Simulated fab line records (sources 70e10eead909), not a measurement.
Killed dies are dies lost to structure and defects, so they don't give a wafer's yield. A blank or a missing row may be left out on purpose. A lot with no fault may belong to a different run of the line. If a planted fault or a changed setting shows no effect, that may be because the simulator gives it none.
fab line records	flow nandHarc	part 1 of 2: steps 1 to 33 of 46
record: lots: 5	wafers: 15	lastDay: 32
route steps=1302 shown A_CHANNEL_FILL_D1@503 A_DECK1_JOINT@518 A_ONON_D2@545
lots that met no fault: taken from a fault-free run of the same line
startH: the number of hours between the record's first day and the start of the first shown wafer of the lot	waitH: hours elapsed since this lot's preceding step	" repeats the value in the row above	L1.1+2: one row covering several wafers at once	- no value, or no start was given	* or withheld: withheld	< > ~ a bound
route shown NAME@n: a module of which the file shows steps, and the number in the route of the first	usual: average and standard deviation across the fault-free wafers	same: alike in all rows	chamber/n: place in a boat	sites: each site's reading	_std_site: standard deviation of those values	_edge_site: inner sites' mean taken away from outer sites' mean	radiusMm: how far each site lies from the wafer's centre	mask NAME#n: copy n	behind: the tool/chamber that last shaped the wafer	hold: reason for holding the lot/hours on hold/outcome of the hold	device: the transistor (n, p or np) that didn't switch	end of line: the route-end tests of the same wafers	a step with no rows: only its recipe	killed: not the wafer's yield, but the dies lost to structure and defects at the first sort	map: shows each die of a wafer: x if killed, . if not, _ if none is there
set.NAME: the setting the step ran with; set.NAME@STEP: the setting that earlier step ran with	model.NAME: the simulator's own value behind a step, which no gauge read
certain route steps with their lots: each step a table, each wafer a row
services: the hour from which a tool's chamber was out of use, counted from the record's first day as startH (under 0 if before that day), plus the number of hours and why
== steps ==
step: NHARC_A_CHANNEL_FILL_D1_SRD_23
lot.wafer	tool	chamber	startH	waitH
L083.2+3+6	wetBench-05	3,4,7	304.64	0.0
L085.2+5+4	wetBench-02	1,2,4	322.96	0.0
L088.5+1+2	wetBench-05	7,2,3	-	-
L093.1+4+6	wetBench-05	1,3,4	402.12	0.0
L094.2+5+6	wetBench-02	5,0,2	416.66	0.0
step: NHARC_A_CHANNEL_FILL_D1_CVD_05
recipe: targetThkA: 50	tempC: 550	material: poly-Si
lot.wafer	tool	chamber	startH	waitH
L083.2+3+6	lpcvdPoly-01	0	306.98	2.3
L085.2+4+5	lpcvdPoly-02	0	325.41	2.4
L088.1+2+5	lpcvdPoly-02	0	361.05	2.4
L093.1+4+6	lpcvdPoly-02	0	404.67	2.5
L094.2+5+6	lpcvdPoly-01	0	419.62	3.0
step: NHARC_A_CHANNEL_FILL_D1_ANNEAL_22
recipe: tempC: 620	timeS: 7200
lot.wafer	tool	chamber	startH	waitH
L083.2+3+6	furnace-08	0	309.88	1.0
L085.2+4+5	furnace-08	0	330.87	3.7
L088.1+2+5	furnace-03	0	366.29	3.4
L093.1+4+6	furnace-08	0	409.84	3.3
L094.2+5+6	furnace-03	0	425.69	4.2
step: NHARC_A_CHANNEL_FILL_D1_ALD_25
recipe: targetThkA: 600	pulseTimeS: 10	aldCycles: 600	tempC: 300	material: SiOx
usual: heaterPowerW: 474/52	precursorPulseHeightRel: 0.999/0.021
lot.wafer	tool	chamber	startH	waitH	heaterPowerW	precursorPulseHeightRel
L083.2	aldHk-01	0	313.92	0.1	500	0.999
L083.3	"	2	315.15	1.3	390	1.004
L083.6	"	1	317.00	3.1	527	0.986
L085.2	aldHk-03	3	335.28	0.4	417	0.989
L085.4	"	0	"	"	523	0.992
L085.5	"	0	338.39	3.5	513	1.010
L088.1	aldHk-03	3	370.97	0.7	422	0.993
L088.2	"	1	372.18	1.9	420	0.992
L088.5	"	2	"	"	421	1.007
L093.4	aldHk-04	3	415.14	1.3	486	1.010
L093.1	"	0	"	"	530	1.026
L093.6	"	1	"	"	536	1.032
L094.2	aldHk-04	3	431.61	1.9	483	0.998
L094.6	"	0	"	"	534	1.015
L094.5	"	1	"	"	521	1.010
step: NHARC_A_CHANNEL_FILL_D1_ETCHBACK_08
recipe: targetDepthA: 2200	timeS: 110	c4f8FlowSccm: 20	arFlowSccm: withheld	rfW: 600	biasW: 300	chemistry: C4F8
usual: oesProductAu: 0.96/0.036	rfVppV: 440.7/2.5
lot.wafer	tool	chamber	startH	waitH	oesProductAu	rfHoursCounterH	rfVppV
L083.2	rieDiel-04	2	-	-	0.92	11	439.9
L083.3	"	3	"	"	0.93	10	439.9
L083.6	"	0	"	"	0.91	-	438.5
L085.2	rieDiel-06	0	-	-	0.92	2	445.4
L085.4	"	2	"	"	0.94	2	442.9
L085.5	"	0	"	"	0.94	-	444.6
L088.2	rieDiel-04	2	-	-	1.00	1	441.4
L088.1	"	0	"	"	0.99	1	438.3
L088.5	"	2	"	"	1.01	-	441.3
L093.1	rieDiel-04	2	-	-	0.93	4	441.5
L093.4	"	0	"	"	0.91	4	437.9
L093.6	"	2	"	"	0.93	-	440.0
L094.2	rieDiel-04	1	-	-	1.01	5	442.6
L094.5	"	3	"	"	1.02	-	440.0
L094.6	"	0	"	"	1.00	-	439.5
step: NHARC_A_CHANNEL_FILL_D1_STRIP_29
recipe: timeS: 20	o2FlowSccm: 500	arFlowSccm: 0	biasW: 0	chemistry: O2
usual: drypumpMotorCurrentA: 5.9/0.32	oesProductAu: 1.003/0.013	rfVppV: 57.7/0.76	showerheadPlenumPTorr: 3.51/0.13	throttleValvePct: 17.038/0.0083
lot.wafer	tool	chamber	startH	waitH	drypumpMotorCurrentA	oesProductAu	rfHoursCounterH	rfVppV	showerheadPlenumPTorr	throttleValvePct
L083.3	rieDiel-04	3	-	-	6.4	1.001	10	56.9	3.50	17.034
L083.2	"	0	"	"	5.6	0.997	9	58.1	3.37	17.035
L083.6	"	0	"	"	5.6	0.998	-	58.0	3.37	17.036
L085.2	rieDiel-06	0	-	-	6.6	1.010	2	57.8	3.77	17.030
L085.4	"	2	"	"	6.0	1.005	2	57.9	3.66	17.046
L085.5	"	0	"	"	6.6	1.013	-	56.7	3.77	17.031
L088.2	rieDiel-04	2	-	-	6.0	0.995	1	58.0	3.54	17.046
L088.1	"	0	"	"	5.6	0.991	1	57.9	3.37	17.053
L088.5	"	1	"	"	5.7	1.017	-	59.7	3.66	17.037
L093.1	rieDiel-04	2	-	-	6.0	1.000	4	57.9	3.53	17.039
L093.4	"	3	"	"	6.4	1.015	4	57.1	3.50	17.048
L093.6	"	1	"	"	5.8	1.004	-	57.6	3.65	17.044
L094.2	rieDiel-04	0	-	-	5.6	0.986	5	57.5	3.37	17.030
L094.6	"	2	"	"	6.0	0.990	-	58.1	3.53	17.041
L094.5	"	3	"	"	6.4	1.015	-	57.3	3.50	17.042
step: NHARC_A_CHANNEL_FILL_D1_PRECLEAN_30
recipe: timeS: 30	chemistry: dHF
lot.wafer	tool	chamber	startH	waitH
L083.6+2+3	wetBench-01	3,6,0	319.72	-
L085.2+5+4	wetBench-05	2,5,6	341.12	-
L088.2+1+5	wetBench-02	4,5,7	376.09	-
L093.4+1+6	wetBench-01	2,3,5	419.71	-
L094.6+5+2	wetBench-05	0,1,3	435.59	-
step: NHARC_A_CHANNEL_FILL_D1_SRD_31
lot.wafer	tool	chamber	startH	waitH
L083.6+2+3	wetBench-01	3,6,0	319.75	0.0
L085.2+5+4	wetBench-05	2,5,6	341.15	0.0
L088.2+1+5	wetBench-02	4,5,7	376.11	0.0
L093.4+1+6	wetBench-01	2,3,5	419.73	0.0
L094.6+5+2	wetBench-05	0,1,3	435.61	0.0
step: NHARC_A_CHANNEL_FILL_D1_CVD_09
recipe: targetThkA: 1500	tempC: 620	pressureMtorr: 200	timeS: 3000	material: poly-Si
lot.wafer	tool	chamber	startH	waitH
L083.2+3+6	lpcvdPoly-01	0	322.09	2.3
L085.2+4+5	lpcvdPoly-02	0	343.77	2.6
L088.1+2+5	lpcvdPoly-04	0	378.38	2.3
L093.1+4+6	lpcvdPoly-04	0	422.00	2.3
L094.2+5+6	lpcvdPoly-02	0	438.06	2.4
step: NHARC_A_CHANNEL_FILL_D1_CMP_10
recipe: targetThkNm: 150
usual: motorCurrentA: 11.9/1.2	padLifeWafers: 192/100	timeToEndpointS: 16/3.4
lot.wafer	tool	chamber	startH	waitH	motorCurrentA	padLifeWafers	timeToEndpointS
L083.3	cmp-03	3	325.25	0.4	10.5	204	17
L083.2	"	2	"	"	12.1	207	13
L083.6	"	3	"	"	9.9	-	17
L085.2	cmp-01	2	346.97	0.4	12.0	229	19
L085.4	"	3	"	"	12.0	230	11
L085.5	"	1	"	"	13.9	-	15
L088.1	cmp-01	1	381.57	0.4	14.3	366	13
L088.2	"	3	"	"	11.5	368	10
L088.5	"	1	"	"	14.3	-	14
L093.4	cmp-02	2	425.14	0.4	11.0	372	22
L093.1	"	3	"	"	11.1	373	17
L093.6	"	2	"	"	10.9	-	21
L094.2	cmp-03	0	441.28	0.4	11.1	290	19
L094.5	"	2	"	"	11.9	-	11
L094.6	"	3	"	"	10.8	-	20
step: NHARC_A_CHANNEL_FILL_D1_SRD_12
lot.wafer	tool	chamber	startH	waitH
L083.3+2+6	wetBench-01	5,6,0	325.55	0.0
L085.2+5+4	wetBench-05	1,5,6	347.24	0.0
L088.5+2+1	wetBench-05	6,1,2	381.87	0.0
L093.1+6+4	wetBench-01	3,6,7	425.44	0.0
L094.6+5+2	wetBench-01	4,5,0	441.53	0.0
step: NHARC_A_CHANNEL_FILL_D1_INSPECT_13
usual: rawDefectCount: 309/140
lot.wafer	tool	chamber	startH	waitH	rawDefectCount
L083.2	defectInspect-02	-	325.66	0.0	384
L083.3	"	-	"	"	503
L083.6	"	-	"	"	576
L085.2	defectInspect-01	-	347.36	0.0	235
L085.4	"	-	"	"	279
L085.5	"	-	"	"	321
L088.1	defectInspect-02	-	381.98	0.0	232
L088.2	"	-	"	"	413
L088.5	"	-	"	"	216
L093.1	defectInspect-01	-	425.55	0.0	370
L093.4	"	-	"	"	497
L093.6	"	-	"	"	357
L094.2	defectInspect-02	-	441.65	0.0	489
L094.5	"	-	"	"	543
L094.6	"	-	"	"	524
step: NHARC_A_DECK1_JOINT_ETCHBACK_07
recipe: targetDepthA: 1050	timeS: 26.9	hbrFlowSccm: 150	rfW: 350	icpW: 350	biasW: 60	chemistry: HBr
usual: drypumpMotorCurrentA: 5.8/0.45	hbrFlowSccm: 150.0/0.44	oesProductAu: 0.997/0.013	throttleValvePct: 23.266/0.0088
lot.wafer	tool	chamber	startH	waitH	drypumpMotorCurrentA	hbrFlowSccm	oesProductAu	rfHoursCounterH	throttleValvePct
L083.3	rieSi-01	0	325.72	0.1	5.7	149.7	0.991	0.8	23.271
L083.2	"	3	"	"	6.1	150.4	1.001	0.9	23.279
L083.6	"	0	"	"	5.7	150.2	1.001	-	23.264
L085.4	rieSi-02	1	347.42	0.1	5.5	150.4	1.002	0.4	23.258
L085.2	"	3	"	"	5.1	149.3	0.984	0.3	23.263
L085.5	"	2	"	"	5.8	150.2	0.999	-	23.268
L088.1	rieSi-05	0	382.04	0.1	5.9	150.9	1.002	0.3	23.269
L088.2	"	2	"	"	5.0	149.4	0.989	0.4	23.274
L088.5	"	2	"	"	5.0	149.6	0.997	-	23.257
L093.1	rieSi-02	3	425.61	0.1	5.1	149.8	0.975	0.8	23.277
L093.4	"	1	"	"	5.5	150.5	0.975	-	23.256
L093.6	"	2	"	"	5.8	150.3	0.996	-	23.247
L094.2	rieSi-05	1	441.72	0.1	5.6	149.9	1.016	0.9	23.271
L094.6	"	0	"	"	5.9	150.0	0.975	-	23.277
L094.5	"	1	"	"	5.6	150.0	1.002	-	23.262
step: NHARC_A_DECK1_JOINT_ETCH_25
recipe: targetDepthA: 5	chemistry: dHF	material: SiO2
lot.wafer	tool	chamber	startH	waitH
L083.6+3+2	wetBench-06	4,7,0	325.87	0.1
L085.4+5+2	wetBench-07	4,5,7	347.56	0.1
L088.1+2+5	wetBench-06	1,2,3	382.21	0.2
L093.6+4+1	wetBench-07	6,1,3	425.78	0.1
L094.6+2+5	wetBench-04	1,2,4	441.86	0.1
step: NHARC_A_DECK1_JOINT_ETCH_19
recipe: tempC: 25	targetDepthA: 30	chemistry: TMAH	material: poly-Si
lot.wafer	tool	chamber	startH	waitH
L083.6+3+2	wetBench-06	4,7,0	325.91	0.0
L085.4+5+2	wetBench-07	4,5,7	347.59	0.0
L088.1+2+5	wetBench-06	1,2,3	382.25	0.0
L093.6+4+1	wetBench-07	6,1,3	425.82	0.0
L094.6+2+5	wetBench-04	1,2,4	441.89	0.0
step: NHARC_A_DECK1_JOINT_ETCH_18
recipe: targetDepthA: 30	chemistry: dHF	material: SiO2
lot.wafer	tool	chamber	startH	waitH
L083.6+3+2	wetBench-06	4,7,0	-	-
L085.4+5+2	wetBench-07	4,5,7	-	-
L088.1+2+5	wetBench-06	1,2,3	-	-
L093.6+4+1	wetBench-07	6,1,3	-	-
L094.6+2+5	wetBench-04	1,2,4	-	-
step: NHARC_A_DECK1_JOINT_WET_08
recipe: tempC: 160	timeS: 86	chemistry: H3PO4
lot.wafer	tool	chamber	startH	waitH
L083.2+3+6	wetH3po4-01	1	327.70	-
L085.2+4+5	wetH3po4-01	0	349.64	-
L088.1+2+5	wetH3po4-01	1	384.03	-
L093.1+4+6	wetH3po4-01	0	426.54	-
L094.2+5+6	wetH3po4-01	0	443.69	-
step: NHARC_A_DECK1_JOINT_ETCH_09
recipe: targetDepthA: 50	chemistry: dHF	material: SiO2
lot.wafer	tool	chamber	startH	waitH
L083.2+6+3	wetBench-07	6,0,2	328.25	0.0
L085.2+5+4	wetBench-06	3,5,0	350.19	0.0
L088.2+1+5	wetBench-07	3,6,7	384.57	0.0
L093.4+1+6	wetBench-07	0,3,4	427.08	0.0
L094.6+2+5	wetBench-04	3,4,5	444.25	0.0
step: NHARC_A_DECK1_JOINT_WET_10
recipe: tempC: 160	timeS: 86	chemistry: H3PO4
lot.wafer	tool	chamber	startH	waitH
L083.2+3+6	wetH3po4-01	1	330.36	2.1
L085.2+4+5	wetH3po4-01	0	351.88	1.7
L088.1+2+5	wetH3po4-01	0	386.26	1.7
L093.1+4+6	wetH3po4-01	0	428.77	1.7
L094.2+5+6	wetH3po4-02	0	445.93	1.7
step: NHARC_A_DECK1_JOINT_ETCH_11
recipe: targetDepthA: 350	chemistry: dHF	material: SiO2
lot.wafer	tool	chamber	startH	waitH
L083.6+3+2	wetBench-04	2,3,7	330.92	0.0
L085.2+4+5	wetBench-06	0,3,4	352.45	0.0
L088.2+5+1	wetBench-07	7,0,2	386.86	0.1
L093.6+1+4	wetBench-07	4,7,1	429.32	0.0
L094.5+6+2	wetBench-06	6,7,3	446.48	0.0
step: NHARC_A_DECK1_JOINT_CVD_12
recipe: targetThkA: 900	tempC: 620	pressureMtorr: 200	timeS: 1800	material: poly-Si
lot.wafer	tool	chamber	startH	waitH
L083.2+3+6	lpcvdPoly-03	0	333.57	2.5
L085.2+4+5	lpcvdPoly-04	0	354.92	2.5
L088.1+2+5	lpcvdPoly-02	0	389.49	2.5
L093.1+4+6	lpcvdPoly-03	0	431.98	2.6
L094.2+5+6	lpcvdPoly-02	0	450.79	4.2
step: NHARC_A_DECK1_JOINT_CMP_13
recipe: targetThkNm: 51.023
usual: motorCurrentA: 12.0/1.2	padLifeWafers: 169/110	timeToEndpointS: 10/3.3
lot.wafer	tool	chamber	startH	waitH	motorCurrentA	padLifeWafers	timeToEndpointS
L083.3	cmp-04	2	336.67	0.6	14.1	116	10
L083.2	"	3	"	"	12.3	117	6
L083.6	"	0	"	"	11.9	-	8
L085.2	cmp-04	3	357.75	0.4	11.9	198	7
L085.4	"	2	"	"	14.2	201	16
L085.5	"	0	"	"	11.8	-	10
L088.2	cmp-02	3	392.33	0.4	11.6	242	13
L088.1	"	0	"	"	10.7	243	12
L088.5	"	1	"	"	14.0	-	13
L093.1	cmp-02	0	434.83	0.4	10.7	13	4
L093.4	"	2	"	"	11.0	15	14
L093.6	"	3	"	"	11.7	-	5
L094.2	cmp-04	1	453.63	0.4	12.5	180	8
L094.6	"	1	"	"	13.4	-	7
L094.5	"	2	"	"	13.8	-	11
step: NHARC_A_DECK1_JOINT_THK_MEAS_14
recipe: thkMeasGauge: ellipsometry
usual: thkNm: 51.6/1.8
lot.wafer	tool	chamber	startH	waitH	thkNm
L083.2	filmMetro-02	-	336.87	0.2	51.6
L083.3	"	-	"	"	53.5
L083.6	"	-	"	"	50.2
L085.2	filmMetro-02	-	358.01	0.2	50.8
L085.4	"	-	"	"	52.5
L085.5	"	-	"	"	53.5
L088.1	filmMetro-02	-	392.54	0.2	52.6
L088.2	"	-	"	"	52.7
L088.5	"	-	"	"	51.8
L093.1	filmMetro-01	-	435.06	0.2	48.9
L093.4	"	-	"	"	51.8
L093.6	"	-	"	"	50.3
L094.2	filmMetro-01	-	453.88	0.2	50.8
L094.5	"	-	"	"	51.8
L094.6	"	-	"	"	51.8
step: NHARC_A_DECK1_JOINT_SRD_04
lot.wafer	tool	chamber	startH	waitH
L083.6+2+3	wetBench-06	6,7,0	336.93	0.0
L085.5+2+4	wetBench-04	4,5,7	358.06	0.0
L088.1+5+2	wetBench-04	7,1,4	392.58	0.0
L093.4+1+6	wetBench-04	1,3,4	435.10	0.0
L094.6+5+2	wetBench-07	3,4,6	453.93	0.0
step: NHARC_A_DECK1_JOINT_ETCHBACK_00
recipe: targetDepthA: 300	timeS: 17.4	hbrFlowSccm: 150	rfW: 350	icpW: 350	biasW: 60	chemistry: HBr
usual: drypumpMotorCurrentA: 5.8/0.43	hbrFlowSccm: 150.0/0.43	oesProductAu: 0.997/0.014	throttleValvePct: 23.266/0.0088
lot.wafer	tool	chamber	startH	waitH	drypumpMotorCurrentA	hbrFlowSccm	oesProductAu	rfHoursCounterH	throttleValvePct
L083.3	rieSi-02	3	337.01	0.1	5.1	149.6	0.977	0.3	23.267
L083.2	"	0	"	"	5.7	149.9	1.001	0.3	23.262
L083.6	"	2	"	"	5.8	150.5	0.987	-	23.256
L085.2	rieSi-02	0	358.15	0.1	5.7	150.0	0.994	0.4	23.273
L085.4	"	2	"	"	5.8	149.4	0.994	0.5	23.255
L085.5	"	0	"	"	5.8	148.9	1.000	-	23.265
L088.2	rieSi-02	1	392.66	0.1	5.5	150.1	0.988	0.7	23.282
L088.1	"	0	"	"	5.7	150.1	0.978	0.6	23.255
L088.5	"	1	"	"	5.5	149.8	0.983	-	23.265
L093.1	rieSi-01	0	435.19	0.1	5.8	150.3	0.992	0.3	23.260
L093.4	"	3	"	"	6.1	149.5	0.986	0.3	23.271
L093.6	"	1	"	"	6.0	150.4	0.978	-	23.262
L094.2	rieSi-05	1	454.02	0.1	5.6	149.6	1.016	1.0	23.265
L094.6	"	1	"	"	5.6	149.5	1.014	-	23.259
L094.5	"	2	"	"	5.0	150.0	1.000	-	23.253
step: NHARC_A_DECK1_JOINT_PRECLEAN_30
recipe: timeS: *	tempC: 50	bathAgeMin: 0	chemistry: SC1
lot.wafer	tool	chamber	startH	waitH
L083.3+2+6	wetBench-04	7,3,4	337.14	0.1
L085.5+4+2	wetBench-07	6,0,2	358.28	0.1
L088.5+1+2	wetBench-04	3,4,7	392.81	0.1
L093.4+6+1	wetBench-04	4,5,6	435.35	0.1
L094.6+2+5	wetBench-06	3,6,7	454.16	0.1
step: NHARC_A_DECK1_JOINT_SRD_31
lot.wafer	tool	chamber	startH	waitH
L083.3+2+6	wetBench-04	7,3,4	-	-
L085.5+4+2	wetBench-07	6,0,2	-	-
L088.5+1+2	wetBench-04	3,4,7	-	-
L093.4+6+1	wetBench-04	4,5,6	-	-
L094.6+2+5	wetBench-06	3,6,7	-	-
step: NHARC_A_DECK1_JOINT_CVD_34
recipe: targetThkA: 200	tempC: 700	pressureMtorr: 300	material: SiNx
lot.wafer	tool	chamber	startH	waitH
L083.2+3+6	lpcvd-02	0	340.26	-
L085.2+4+5	lpcvd-01	0	361.52	-
L088.1+2+5	lpcvd-01	1	397.24	-
L093.1+4+6	lpcvd-01	1	438.57	-
L094.2+5+6	lpcvd-01	1	457.40	-
step: NHARC_A_DECK1_JOINT_DEP_06
recipe: targetThkA: 800	tempC: 65	material: SiOx
lot.wafer	tool	chamber	startH	waitH
L083.2+3+6	fcvd-02	1	343.53	0.4
L085.2+4+5	fcvd-02	0,1,1	364.84	0.4
L088.1+2+5	fcvd-02	0,1,0	400.46	0.4
L093.1+4+6	fcvd-02	1	441.79	0.4
L094.2+5+6	fcvd-01	0,0,1	460.60	0.4
step: NHARC_A_DECK1_JOINT_CURE_26
recipe: tempC: 150	timeS: 32	pressureAtm: 0.395
lot.wafer	tool	chamber	startH	waitH
L083.2+3+6	fcvd-02	1	343.71	0.1
L085.2+4+5	fcvd-02	0,1,1	365.00	0.1
L088.1+2+5	fcvd-02	0,1,0	400.64	0.2
L093.1+4+6	fcvd-02	1	441.97	0.1
L094.2+5+6	fcvd-01	0,0,1	460.78	0.2
step: NHARC_A_DECK1_JOINT_ANNEAL_27
recipe: tempC: 400	timeS: 3600	idleTempC: 300	rampUpCPerMin: 10	densificationPH2oTorr: 640
lot.wafer	tool	chamber	startH	waitH
L083.2+3+6	furnace-02	0	346.42	2.7
L085.2+4+5	furnace-02	0	370.91	5.9
L088.1+2+5	furnace-02	0	403.37	2.7
L093.1+4+6	furnace-02	0	444.71	2.7
L094.2+5+6	furnace-02	0	463.51	2.7
step: NHARC_A_DECK1_JOINT_ANNEAL_28
recipe: tempC: 500	timeS: 1800	idleTempC: 400	rampUpCPerMin: 10	densificationPH2oTorr: 640
lot.wafer	tool	chamber	startH	waitH
L083.2+3+6	furnace-02	0	351.94	3.8
L085.2+4+5	furnace-02	0	375.25	2.6
L088.1+2+5	furnace-02	0	407.70	2.6
L093.1+4+6	furnace-02	0	449.06	2.6
L094.2+5+6	furnace-02	0	471.01	5.7
step: NHARC_A_DECK1_JOINT_ANNEAL_29
recipe: tempC: 750	timeS: 1800	idleTempC: 500	rampUpCPerMin: 10	rampDownCPerMin: 3
lot.wafer	tool	chamber	startH	waitH
L083.2+3+6	furnace-02	0	355.18	2.6
L085.2+4+5	furnace-02	0	378.50	2.6
L088.1+2+5	furnace-02	0	411.95	3.6
L093.1+4+6	furnace-02	0	453.34	3.6
L094.2+5+6	furnace-02	0	476.89	5.2
